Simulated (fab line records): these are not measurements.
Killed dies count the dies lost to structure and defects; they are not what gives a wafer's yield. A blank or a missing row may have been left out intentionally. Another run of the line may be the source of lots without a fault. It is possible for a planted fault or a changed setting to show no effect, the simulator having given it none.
A struck lot beside a sound one ; flow nand_harc ; 15 out of 1302 route steps
Sound: the wafers L524.2, L524.3, L524.6. Struck: wafer L530.3. (L530.1, L530.2 of the same lot were not struck and are left out.) The cause comes at the end.
Order at every step that has rows: each side's tool, ch and its chambers, its first start. Under that, the readings that differ: sound wafers ; struck wafers ; difference of the means ; sigmas: that difference in standard deviations of wafers without a fault.
alike: same words and numbers on both sides, and readings whose means sit less than 2 such deviations apart. not compared: any withheld reading, any reading some wafer has no value for, any bound like >300 that may hide the same value, and any number with overlapping values for which the record gives no deviation.
The two part at a step that has a row with sigmas, a row that says differs or no value, or rows on one side only. Non-overlapping numbers with no deviation appear without sigmas and do not part them. A reading that every wafer of one side lacks parts them only if that side has two wafers or more.

first, 3 steps without rows for these wafers: NHARC_A_CHANNEL_HOLE_D1_STRIP_41 (strips in N2/H2); NHARC_A_CHANNEL_HOLE_D1_STRIP_42 (strips in CF4/CHF3); NHARC_A_CHANNEL_HOLE_D1_STRIP_43 (strips in O2/COS).
NHARC_A_CHANNEL_HOLE_D1_ETCH_44: etches the open film in CF4/O2, target depth 140 nm, overetch 14 nm, time 77 s.
  sound on rie_diel-01 ch 0,2,3, day 12 04:08; struck on rie_diel-01 ch 1, day 14 22:04
reading;sound;struck;difference;sigmas
drypump_motor_current_A (A);5.9 5.2 6.5;5.2;-0.7;-2
  alike: o2_flow_sccm, oes_product_au, rf_vpp_V, showerhead_plenum_p_Torr, throttle_valve_pct
  not compared: rf_hours_counter_h
NHARC_A_CHANNEL_HOLE_D1_STRIP_27: strips in O2.
  sound on rie_diel-01 ch 0,3; struck on rie_diel-01 ch 0
  alike: drypump_motor_current_A, o2_flow_sccm, oes_product_au, rf_vpp_V, showerhead_plenum_p_Torr, throttle_valve_pct
  not compared: rf_hours_counter_h
then, 2 steps without rows for these wafers: NHARC_A_CHANNEL_HOLE_D1_PRECLEAN_28 (cleans in SC1); NHARC_A_CHANNEL_HOLE_D1_SRD_29.
NHARC_A_CHANNEL_HOLE_D1_CD_MEAS_30:
  sound on cd_sem-01 at day 12 04:56; struck on cd_sem-02 at day 14 22:52
  alike: cd_nm
NHARC_A_CHANNEL_HOLE_D1_XSEM_31:
  sound on xsem-02 ch 0, day 12 05:01; struck on xsem-01 ch 0, day 14 22:57
  alike: bot_cd_nm, bow_nm, tilt_deg
NHARC_A_CHANNEL_HOLE_D1_INSPECT_40:
  sound on defect_inspect-02 at day 12 05:07; struck on defect_inspect-01 at day 14 23:03
reading;sound;struck;difference;sigmas
raw_defect_count;36 44 40;101;+61;+2
then, 2 steps without rows for these wafers: NHARC_A_CHANNEL_FILL_D1_PRECLEAN_00 (cleans in SC1); NHARC_A_CHANNEL_FILL_D1_SRD_01.
NHARC_A_CHANNEL_FILL_D1_ALD_02: deposits SiO2, target thk 6 nm, pulse time 10 s, ald cycles 60.
  sound on ald_hk-04 ch 1,2,3, day 12 05:28; struck on ald_hk-04 ch 0, day 14 23:19
reading;sound;struck;difference;sigmas
ald_cycles;60 60 60;67;+7;
  alike: heater_power_outer_w, heater_power_w, precursor_pulse_height_rel
NHARC_A_CHANNEL_FILL_D1_ALD_03: deposits SiNx, target thk 6 nm, pulse time 60 s, ald cycles 58.
  sound on ald_sin_batch-01 ch 0; struck on ald_sin_batch-01 ch 0
  alike: precursor_pulse_height_rel
  not compared: ald_cycles
next, for these wafers, 1 step has no rows: NHARC_END_SORT_01.

== WHERE THEY PART ==
Last at NHARC_A_CHANNEL_HOLE_D1_INSPECT_40 as far as this record goes, first at NHARC_A_CHANNEL_HOLE_D1_ETCH_44. Later steps at which nothing parts them and some readings are alike: NHARC_A_CHANNEL_FILL_D1_ALD_02, NHARC_A_CHANNEL_FILL_D1_ALD_03.

WHY: whatever the simulator had introduced
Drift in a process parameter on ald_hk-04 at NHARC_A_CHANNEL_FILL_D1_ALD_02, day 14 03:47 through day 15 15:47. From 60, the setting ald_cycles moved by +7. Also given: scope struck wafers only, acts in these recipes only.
